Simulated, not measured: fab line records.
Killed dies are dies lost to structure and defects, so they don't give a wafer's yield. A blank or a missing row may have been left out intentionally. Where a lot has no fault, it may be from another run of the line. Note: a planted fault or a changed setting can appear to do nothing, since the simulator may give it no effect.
fab line records -- flow n5-finfet -- part 2 of 2: steps 22 to 31 of 31
record lots=5, wafers=15, last-day=18
route steps=1938 shown BEOL_M15@1792
lots that met no fault: from a run of the same line without faults
start-h: start of the lot's first displayed wafer, in hours after the record's first day -- wait-h: hours elapsed since this lot's preceding step -- " same as the row above -- L1.1+2: a row that stands for several wafers -- - no value, or no start was given -- * or withheld: withheld -- < > ~ a bound
route shown NAME@n: a module of which the file shows steps, and the number in the route of the first -- usual: average and standard deviation across the fault-free wafers -- same: alike in all rows -- chamber/n: place in a boat -- sites: each site's reading -- _std_site: standard deviation across them -- _edge_site: inner sites' mean taken away from outer sites' mean -- radius-mm: for every site, how far away it sits from the centre of the wafer -- mask NAME#n: copy n -- behind: the most recent tool/chamber to have shaped the wafer -- hold: cause of the lot's hold/its duration in hours/its outcome -- device: whichever transistor did not switch (one of n, p or np) -- end of line: tests run on the same wafers once the route is complete -- step lacking rows: just its recipe -- killed: at the first sort, the dies lost to defects and structure; wafer yield is something else -- map: a wafer's dies, marking killed ones x, the rest . and places with no die _
set.NAME: the setting that was run; set.NAME@STEP: the one run at that earlier step -- model.NAME: the simulator's own value behind a step, which no gauge read
lots at selected steps of the route; one table per step, one row per wafer
services: when a tool's chamber went out of use (start-h, in hours from the record's first day, below 0 if earlier), for how many hours, and the reason
## steps
# step N5_BEOL_M15_ETCH_38
# recipe chemistry=CF4/N2, target=SiCN, target-depth-a=1064, taper-deg=2, time-s=120.5, ion-energy-ev=150, mask-material=SiO2, pressure-mtorr=40, source-w=430, bias-w=70, Ar_flow_sccm=100, cf4-flow-sccm=60, n2-flow-sccm=60
# usual drypump-motor-current-A=5.7/0.39, oes-product-au=0.82/0.1, rf-vpp-V=383.1/1.6, showerhead-plenum-p-Torr=2.24/0.055, throttle-valve-pct=15.37/0.27
lot.wafer,tool,chamber,start-h,wait-h,drypump-motor-current-A,oes-product-au,rf-hours-counter-h,rf-vpp-V,showerhead-plenum-p-Torr,throttle-valve-pct
L081.1,rie-diel-02,0,-,-,6.6,0.96,4,386.5,2.35,15.14
L081.2,rie-diel-02,3,-,-,5.6,0.99,7,384.4,2.26,14.95
L081.4,rie-diel-02,2,-,-,5.1,0.70,191,384.4,2.28,15.83
L086.2,rie-diel-02,0,-,-,6.5,0.91,17,386.6,2.34,15.17
L086.4,rie-diel-02,2,-,-,5.1,0.70,204,383.6,2.28,15.84
L086.6,rie-diel-02,2,-,-,5.2,0.69,-,382.4,2.28,15.84
L087.2,rie-diel-06,0,-,-,5.3,0.78,116,382.8,2.22,15.39
L087.5,rie-diel-06,2,-,-,6.1,0.72,-,383.6,2.28,15.71
L087.6,rie-diel-06,0,-,-,5.3,0.77,-,382.7,2.22,15.40
L091.2,rie-diel-02,1,-,-,6.0,0.72,201,381.7,2.19,15.21
L091.4,rie-diel-02,3,-,-,5.5,0.93,27,382.8,2.25,14.98
L091.5,rie-diel-02,2,-,-,5.1,0.69,-,384.0,2.28,15.85
L096.2,rie-diel-03,0,-,-,5.3,0.71,221,383.7,2.28,15.59
L096.4,rie-diel-03,2,-,-,5.8,0.85,64,381.6,2.14,15.28
L096.5,rie-diel-03,2,-,-,5.8,0.85,-,381.1,2.14,15.27
# step N5_BEOL_M15_PRECLEAN_39
# recipe chemistry=residue-remover, time-s=60, temp-c=40
lot.wafer,tool,chamber,start-h,wait-h
L081.1+2+4,wet-bench-05,"6,2,0",304.86,-
L086.2+4+6,wet-bench-06,"2,3,5",348.27,-
L087.2+5+6,wet-bench-05,"6,1,7",357.08,-
L091.2+4+5,wet-bench-02,"7,6,0",364.50,-
L096.2+4+5,wet-bench-06,"4,3,0",423.46,-
# step N5_BEOL_M15_SRD_40
# recipe time-s=30, temp-c=23, rinse-liquid=diw, dry=n2-spin, spin-rpm=1500, dry-time-s=30
lot.wafer,tool,chamber,start-h,wait-h
L081.1+2+4,wet-bench-05,"6,2,0",304.88,0.0
L086.2+4+6,wet-bench-06,"2,3,5",348.28,0.0
L087.2+5+6,wet-bench-05,"6,1,7",357.11,0.0
L091.2+4+5,wet-bench-02,"7,6,0",364.52,0.0
L096.2+4+5,wet-bench-06,"4,3,0",423.48,0.0
# step N5_BEOL_M15_DEGAS_41
# recipe ambient=vacuum, temp-c=300, time-s=60
# usual heater-power-w=455/37
lot.wafer,tool,chamber,start-h,wait-h,heater-power-w
L081.1,pvd-sputter-02,-,305.15,0.3,551
L081.2,pvd-sputter-02,-,305.15,0.3,448
L081.4,pvd-sputter-02,-,305.15,0.3,410
L086.2,pvd-sputter-02,-,348.67,0.4,547
L086.4,pvd-sputter-02,-,348.67,0.4,404
L086.6,pvd-sputter-02,-,348.67,0.4,572
L087.2,pvd-sputter-01,-,357.47,0.3,456
L087.5,pvd-sputter-01,-,357.47,0.3,471
L087.6,pvd-sputter-01,-,357.47,0.3,433
L091.2,pvd-sputter-02,-,364.83,0.3,446
L091.4,pvd-sputter-02,-,364.83,0.3,399
L091.5,pvd-sputter-02,-,364.83,0.3,471
L096.2,pvd-sputter-02,-,423.80,0.3,468
L096.4,pvd-sputter-02,-,423.80,0.3,436
L096.5,pvd-sputter-02,-,423.80,0.3,471
# step N5_BEOL_M15_PRE_CLEAN_42
# recipe gas=H2/He, time-s=30, temp-c=300
# usual heater-power-w=456/37
lot.wafer,tool,chamber,start-h,wait-h,heater-power-w
L081.1,pvd-sputter-02,-,305.19,0.0,563
L081.2,pvd-sputter-02,-,305.19,0.0,442
L081.4,pvd-sputter-02,-,305.19,0.0,401
L086.2,pvd-sputter-02,-,348.71,0.0,578
L086.4,pvd-sputter-02,-,348.71,0.0,395
L086.6,pvd-sputter-02,-,348.71,0.0,537
L087.2,pvd-sputter-01,-,357.51,0.0,467
L087.5,pvd-sputter-01,-,357.51,0.0,462
L087.6,pvd-sputter-01,-,357.51,0.0,429
L091.2,pvd-sputter-02,-,364.87,0.0,452
L091.4,pvd-sputter-02,-,364.87,0.0,398
L091.5,pvd-sputter-02,-,364.87,0.0,478
L096.2,pvd-sputter-02,-,423.84,0.0,469
L096.4,pvd-sputter-02,-,423.84,0.0,452
L096.5,pvd-sputter-02,-,423.84,0.0,469
# step N5_BEOL_M15_SPUTTER_43
# recipe material=TaN, target-thk-a=150, temp-c=50, bias-v=168.6, power-w=15000, chamber-pressure-pa=0.12, time-s=24.19
# usual cathode-dc-power-W=15000/2.7, throttle-valve-pct=29.9/1.1
lot.wafer,tool,chamber,start-h,wait-h,cathode-dc-power-W,throttle-valve-pct
L081.1,pvd-sputter-02,-,305.23,0.0,15000,29.7
L081.2,pvd-sputter-02,-,305.23,0.0,15004,31.5
L081.4,pvd-sputter-02,-,305.23,0.0,14993,31.6
L086.2,pvd-sputter-02,-,348.75,0.0,15003,29.4
L086.4,pvd-sputter-02,-,348.75,0.0,14999,31.8
L086.6,pvd-sputter-02,-,348.75,0.0,14998,29.7
L087.2,pvd-sputter-01,-,357.55,0.0,15001,27.9
L087.5,pvd-sputter-01,-,357.55,0.0,14999,27.8
L087.6,pvd-sputter-01,-,357.55,0.0,15004,30.8
L091.2,pvd-sputter-02,-,364.91,0.0,15000,31.6
L091.4,pvd-sputter-02,-,364.91,0.0,14999,31.4
L091.5,pvd-sputter-02,-,364.91,0.0,14999,30.8
L096.2,pvd-sputter-02,-,423.88,0.0,14999,30.3
L096.4,pvd-sputter-02,-,423.88,0.0,14998,31.5
L096.5,pvd-sputter-02,-,423.88,0.0,15000,30.6
# step N5_BEOL_M15_SPUTTER_44
# recipe material=Ta, target-thk-a=150, temp-c=50, bias-v=80, power-w=15000, chamber-pressure-pa=0.07, time-s=24.19
# usual cathode-dc-power-W=15000/2.6, throttle-valve-pct=30.0/1.1
lot.wafer,tool,chamber,start-h,wait-h,cathode-dc-power-W,throttle-valve-pct
L081.1,pvd-sputter-02,-,305.31,0.0,15003,29.6
L081.2,pvd-sputter-02,-,305.31,0.0,15001,31.5
L081.4,pvd-sputter-02,-,305.31,0.0,14994,31.5
L086.2,pvd-sputter-02,-,348.83,0.0,15003,29.7
L086.4,pvd-sputter-02,-,348.83,0.0,15003,31.4
L086.6,pvd-sputter-02,-,348.83,0.0,14998,29.8
L087.2,pvd-sputter-01,-,357.63,0.0,15002,27.8
L087.5,pvd-sputter-01,-,357.63,0.0,14999,27.6
L087.6,pvd-sputter-01,-,357.63,0.0,14999,30.8
L091.2,pvd-sputter-02,-,364.99,0.0,15001,31.6
L091.4,pvd-sputter-02,-,364.99,0.0,14998,31.2
L091.5,pvd-sputter-02,-,364.99,0.0,15002,30.5
L096.2,pvd-sputter-02,-,423.96,0.0,14997,30.8
L096.4,pvd-sputter-02,-,423.96,0.0,14998,31.9
L096.5,pvd-sputter-02,-,423.96,0.0,15001,30.5
# step N5_BEOL_M15_SPUTTER_45
# recipe material=Cu, target-thk-a=1000, temp-c=-20, bias-v=60, power-w=26000, chamber-pressure-pa=0.13, time-s=16.67
# usual cathode-dc-power-W=25999/4.9, throttle-valve-pct=30.0/1.1
lot.wafer,tool,chamber,start-h,wait-h,cathode-dc-power-W,throttle-valve-pct
L081.1,pvd-sputter-02,-,305.39,0.0,25997,29.4
L081.2,pvd-sputter-02,-,305.39,0.0,26002,31.7
L081.4,pvd-sputter-02,-,305.39,0.0,26004,31.9
L086.2,pvd-sputter-02,-,348.91,0.0,25990,29.8
L086.4,pvd-sputter-02,-,348.91,0.0,25993,31.6
L086.6,pvd-sputter-02,-,348.91,0.0,25996,29.7
L087.2,pvd-sputter-01,-,357.71,0.0,26005,27.7
L087.5,pvd-sputter-01,-,357.71,0.0,26000,28.0
L087.6,pvd-sputter-01,-,357.71,0.0,26003,30.7
L091.2,pvd-sputter-02,-,365.07,0.0,25996,31.5
L091.4,pvd-sputter-02,-,365.07,0.0,25994,31.7
L091.5,pvd-sputter-02,-,365.07,0.0,25996,30.8
L096.2,pvd-sputter-02,-,424.04,0.0,26007,30.7
L096.4,pvd-sputter-02,-,424.04,0.0,26001,31.7
L096.5,pvd-sputter-02,-,424.04,0.0,26000,30.4
# step N5_BEOL_M15_ECD_47
# recipe material=Cu, target-thk-a=18600
lot.wafer,tool,chamber,start-h,wait-h
L081.1+2+4,ecd-cu-02,"0,1,0",305.50,0.1
L086.2+4+6,ecd-cu-02,"0,0,1",349.03,0.1
L087.2+5+6,ecd-cu-02,"0,0,1",357.82,0.1
L091.2+4+5,ecd-cu-01,1,365.19,0.1
L096.2+4+5,ecd-cu-01,"0,1,0",424.16,0.1
# step N5_BEOL_M15_ANNEAL_48
# recipe temp-c=225, time-s=90, ambient=N2
# usual wafer_temp_C_max=225.91/0.24
lot.wafer,tool,chamber,start-h,wait-h,wafer_temp_C_max
L081.1,rtp-anneal-01,0,305.75,0.2,225.96
L081.2,rtp-anneal-01,0,305.75,0.2,225.48
L081.4,rtp-anneal-01,0,305.75,0.2,225.86
L086.2,rtp-anneal-01,0,349.45,0.3,226.21
L086.4,rtp-anneal-01,0,349.45,0.3,225.81
L086.6,rtp-anneal-01,0,349.45,0.3,226.03
L087.2,rtp-anneal-01,0,358.21,0.3,226.50
L087.5,rtp-anneal-01,0,358.21,0.3,225.90
L087.6,rtp-anneal-01,0,358.21,0.3,225.73
L091.2,rtp-anneal-01,0,365.61,0.3,226.08
L091.4,rtp-anneal-01,0,365.61,0.3,225.44
L091.5,rtp-anneal-01,0,365.61,0.3,225.63
L096.2,rtp-anneal-01,0,425.20,1.0,226.02
L096.4,rtp-anneal-01,0,425.20,1.0,226.02
L096.5,rtp-anneal-01,0,425.20,1.0,226.00
## services
tool,chamber,start-h,hours,kind
krf-scanner-02,-,278.87,4.0,pm
rie-diel-02,0,283.23,-,clean
rie-diel-02,0,283.23,-,consumable-replace:focus-ring
krf-scanner-01,-,285.24,0.8,pm
krf-scanner-01,-,286.21,3.6,pm
krf-scanner-02,-,303.23,1.3,pm
krf-scanner-01,-,309.35,1.0,pm
ecd-cu-01,-,313.23,4.3,pm
rie-diel-02,-,315.59,2.8,pm
ecd-cu-02,-,323.84,3.3,repair
krf-scanner-02,-,326.04,0.8,pm
rie-diel-03,-,343.13,14.6,pm
krf-scanner-01,-,343.52,1.0,pm
wet-bench-05,-,347.26,3.4,repair
rie-diel-06,1,352.47,9.0,repair
krf-scanner-01,-,373.07,0.9,repair
krf-scanner-02,-,381.27,14.9,repair
krf-scanner-01,-,387.45,1.7,repair
rie-diel-03,1,388.84,3.2,repair
krf-scanner-01,-,397.13,4.0,pm
krf-scanner-01,-,401.15,4.4,pm
pvd-sputter-01,-,408.88,1.5,repair
krf-scanner-02,-,417.94,0.5,repair
wet-bench-02,-,423.25,3.8,repair
